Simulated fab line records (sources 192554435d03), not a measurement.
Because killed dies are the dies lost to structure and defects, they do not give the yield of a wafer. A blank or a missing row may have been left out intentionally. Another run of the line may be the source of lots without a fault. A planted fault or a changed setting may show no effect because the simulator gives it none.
Chamber matching + flow n5_finfet + 4 sister chambers for N5_BEOL_M5_STRIP_19 on rie_diel-02
The step strips in O2. 14 wafers are shown with their chamber, then 7 later ones without.

== EACH WAFER AND ITS CHAMBER ==
| wafer  | chamber | showerhead_plenum_p_Torr (Torr) | throttle_valve_pct (%) | drypump_motor_current_A (A) |
|--------|---------|---------------------------------|------------------------|-----------------------------|
| L078.1 | 3       | 2.09                            | 16.94                  | 4.8                         |
| L078.4 | 1       | 2.22                            | 16.24                  | 5.9                         |
| L078.5 | 3       | 2.09                            | 16.94                  | 4.8                         |
| L077.1 | 3       | 2.09                            | 16.95                  | 4.8                         |
| L077.5 | 2       | 2.11                            | 16.53                  | 5.6                         |
| L077.6 | 1       | 2.22                            | 16.25                  | 5.9                         |
| L079.2 | 1       | 2.22                            | 16.26                  | 5.9                         |
| L079.4 | 0       | 2.07                            | 17.10                  | 6.0                         |
| L079.6 | 0       | 2.07                            | 17.11                  | 6.0                         |
| L084.1 | 1       | 2.22                            | 16.26                  | 5.9                         |
| L084.4 | 2       | 2.11                            | 16.57                  | 5.6                         |
| L084.5 | 3       | 2.08                            | 16.97                  | 4.7                         |
| L088.1 | 1       | 2.22                            | 16.29                  | 5.9                         |
| L088.2 | 2       | 2.10                            | 16.57                  | 5.7                         |

SIGNATURES, as means of the wafers listed above
| reading                  | chamber 0 | chamber 1 | chamber 2 | chamber 3 | scatter within a chamber |
|--------------------------|-----------|-----------|-----------|-----------|--------------------------|
| showerhead_plenum_p_Torr | 2.0700    | 2.2200    | 2.1067    | 2.0875    | 0.00376                  |
| throttle_valve_pct       | 17.1050   | 16.2600   | 16.5567   | 16.9500   | 0.0177                   |
| drypump_motor_current_A  | 6.000     | 5.900     | 5.633     | 4.775     | 0.0376                   |
Rule: for each reading, subtract the chamber's mean from the wafer's reading, divide by that reading's scatter and square the result; add these up over the readings and take the root, which gives the wafer's distance from the chamber. The wafer belongs to the nearest chamber; if the next one is less than 2 further off, it can't be placed. The scatter: the root of (the sum of the squares of (reading less its chamber's mean) over the shown wafers, divided by (wafers less chambers)).

== WAFERS WHOSE CHAMBER IS MISSING ==
| wafer  | showerhead_plenum_p_Torr (Torr) | throttle_valve_pct (%) | drypump_motor_current_A (A) |
|--------|---------------------------------|------------------------|-----------------------------|
| L088.3 | 2.08                            | 16.97                  | 4.7                         |
| L094.1 | 2.08                            | 16.98                  | 4.7                         |
| L094.5 | 2.10                            | 16.60                  | 5.6                         |
| L094.6 | 2.21                            | 16.29                  | 5.9                         |
| L095.3 | 2.07                            | 16.99                  | 4.8                         |
| L095.5 | 2.07                            | 16.99                  | 4.7                         |
| L095.6 | 2.21                            | 16.30                  | 5.9                         |

== EACH ONE'S CHAMBER ==
| wafer  | from the rows above | in truth |
|--------|---------------------|----------|
| L088.3 | 3                   | 3        |
| L094.1 | 3                   | 3        |
| L094.5 | 2                   | 2        |
| L094.6 | 1                   | 1        |
| L095.3 | 3                   | 3        |
| L095.5 | 3                   | 3        |
| L095.6 | 1                   | 1        |
Correct placement for 7 of the 7. Not placeable from these rows: 0. 0 placed wrongly.
